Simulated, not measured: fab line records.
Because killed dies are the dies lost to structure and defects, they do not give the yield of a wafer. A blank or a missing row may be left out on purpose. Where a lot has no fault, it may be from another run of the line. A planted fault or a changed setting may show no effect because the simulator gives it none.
Struck lot and sound lot, side by side || flow nandHarc || 29 out of 1159 route steps
Sound: wafers L403.2, L403.3, L403.4. Wafers L415.1, L415.4, L415.5 were the ones struck. The cause is given at the end.
Per side, at each step with rows, come the tool, then ch with its chambers, and then its first start. Under that, the readings that differ: sound wafers || struck wafers || difference of the means || sigmas: that difference in standard deviations of wafers without a fault.
alike: words and numbers the same on both sides, and readings whose means are apart by under 2 such deviations; not compared: readings that were withheld, readings missing a value for some wafer, numbers with overlapping values and no deviation given by the record, and bounds like >300 which may hide the same value.
Wherever a step has rows on one side only, a row that says differs or no value, or a row with sigmas, the two part there. Numbers that have no deviation but don't overlap get no sigmas and don't part them. A reading missing from all wafers of one side parts the sides only when that side holds two or more wafers.

NHARC_A_CHANNEL_HOLE_D1_OVL_MEAS_11:
  sound on overlay-02 at day 10 17:56; struck on overlay-01 at day 13 09:23
{"reading": "overlayXNm (nm)", "sound": "0.4 0.6 0.5", "struck": "-1.1 -1.5 -1.2", "difference": -1.8, "sigmas": -2}
  alike: overlayYNm
NHARC_A_CHANNEL_HOLE_D1_INSPECT_12:
  sound on defectInspect-02 at day 10 17:58; struck on defectInspect-01 at day 13 09:26
  alike: rawDefectCount
NHARC_A_CHANNEL_HOLE_D1_DESCUM_15: chemistry O2, time 3 s.
  sound on rieDiel-11 ch 0,2,3, day 10 18:02; struck on rieDiel-10 ch 1,3, day 13 09:30
  alike: drypumpMotorCurrentA, oesProductAu, rfVppV, showerheadPlenumPTorr, throttleValvePct
  not compared: rfHoursCounterH
then, 4 steps without rows for these wafers: NHARC_A_CHANNEL_HOLE_D1_ETCH_38 (etches the open film in CF4, target depth 39 nm, time 65 s); NHARC_A_CHANNEL_HOLE_D1_ETCH_39 (etches the open film in N2/H2, target depth 260 nm, time 325 s); NHARC_A_CHANNEL_HOLE_D1_ETCH_34 (etches the open film in CF4/CHF3, target depth 154 nm, time 77 s); NHARC_A_CHANNEL_HOLE_D1_ETCH_16 (etches the open film in O2/COS, target depth 3100 nm, time 806 s).
NHARC_A_CHANNEL_HOLE_D1_CD_MEAS_18:
  sound on cdSem-02 at day 10 19:08; struck on cdSem-01 at day 13 10:37
  alike: cdNm
NHARC_A_CHANNEL_HOLE_D1_ETCH_19: etches the open film in C4F8/O2/Ar, time 34.5 s.
  sound on harEtch-01 ch 0,1, day 10 19:14; struck on harEtch-01 ch 0, day 13 11:37
  alike: drypumpMotorCurrentA, showerheadPlenumPTorr, tempC, throttleValvePct
  not compared: rfHoursCounterH
then, 1 step without rows for these wafers: NHARC_A_CHANNEL_HOLE_D1_ETCH_20 (etches the open film in C4F8/O2/Ar, time 361.9 s, target depth 1600 nm).
NHARC_A_CHANNEL_HOLE_D1_ETCH_21: etches the open film in C4F8/O2/Ar, time 514.3 s, target depth 1600 nm.
  sound on harEtch-01 ch 0,1, day 10 19:44; struck on harEtch-01 ch 0, day 13 12:05
  alike: drypumpMotorCurrentA, showerheadPlenumPTorr, tempC, throttleValvePct
  not compared: rfHoursCounterH
then, 1 step without rows for these wafers: NHARC_A_CHANNEL_HOLE_D1_ETCH_22 (etches the open film in C4F8/O2/Ar, time 666.7 s, target depth 1600 nm).
NHARC_A_CHANNEL_HOLE_D1_ETCH_23: etches the open film in C4F8/O2/Ar, time 819 s, target depth 1600 nm.
  sound on harEtch-01 ch 0,1, day 10 20:47; struck on harEtch-01 ch 0, day 13 13:08
  alike: drypumpMotorCurrentA, showerheadPlenumPTorr, tempC, throttleValvePct
  not compared: rfHoursCounterH
NHARC_A_CHANNEL_HOLE_D1_ETCH_24: etches the open film in C4F8/O2/Ar, time 906.2 s, target depth 1500 nm.
  sound on harEtch-01 ch 0,1, day 10 21:30; struck on harEtch-01 ch 0, day 13 13:50
  alike: drypumpMotorCurrentA, showerheadPlenumPTorr, tempC, throttleValvePct
  not compared: rfHoursCounterH
then, 10 steps without rows for these wafers: NHARC_A_CHANNEL_HOLE_D1_ETCH_25 (etches the open film in C4F8/O2/Ar, time 1040.2 s, target depth 1500 nm); NHARC_A_CHANNEL_HOLE_D1_ETCH_26 (etches the open film in C4F8/O2/Ar, time 224.1 s, target depth 300 nm); NHARC_A_CHANNEL_HOLE_D1_ETCH_33 (etches the open film in C4F8/O2/Ar, time 90 s, target depth 400 nm); NHARC_A_CHANNEL_HOLE_D1_STRIP_41 (strips in N2/H2); NHARC_A_CHANNEL_HOLE_D1_STRIP_42 (strips in CF4/CHF3); NHARC_A_CHANNEL_HOLE_D1_STRIP_43 (strips in O2/COS); NHARC_A_CHANNEL_HOLE_D1_ETCH_44 (etches the open film in CF4/O2, target depth 140 nm, overetch 14 nm, time 77 s); NHARC_A_CHANNEL_HOLE_D1_STRIP_27 (strips in O2); NHARC_A_CHANNEL_HOLE_D1_PRECLEAN_28 (cleans in SC1); NHARC_A_CHANNEL_HOLE_D1_SRD_29.
NHARC_A_CHANNEL_HOLE_D1_CD_MEAS_30:
  sound on cdSem-01 at day 11 00:55; struck on cdSem-01 at day 13 17:09
  alike: cdNm
NHARC_A_CHANNEL_HOLE_D1_XSEM_31:
  sound on xsem-01 ch 0, day 11 01:01; struck on xsem-01 ch 0, day 13 17:14
  alike: botCdNm, bowNm, tiltDeg
NHARC_A_CHANNEL_HOLE_D1_INSPECT_40:
  sound on defectInspect-01 at day 11 01:07; struck on defectInspect-01 at day 13 17:20
{"reading": "rawDefectCount", "sound": "46 49 69", "struck": "374 322 345", "difference": "+292", "sigmas": "+19"}
then, 1 step without rows for these wafers: NHARC_A_CHANNEL_FILL_D1_PRECLEAN_00 (cleans in SC1).
-- the record jumps here: 10 days lie between the struck wafers' starts before and after (it left off in module A_CHANNEL_FILL_D1 and takes up again in module END, whose first step shown is number 1159 of the route) --
NHARC_END_SORT_01:
  at this point the record logs the struck wafers (prober-01 ch 0, day 23 17:27) and has no rows for the sound ones

## WHERE THEY PART
Last at NHARC_END_SORT_01 as far as this record goes, first at NHARC_A_CHANNEL_HOLE_D1_OVL_MEAS_11.

WHY: what had been put in by the simulator
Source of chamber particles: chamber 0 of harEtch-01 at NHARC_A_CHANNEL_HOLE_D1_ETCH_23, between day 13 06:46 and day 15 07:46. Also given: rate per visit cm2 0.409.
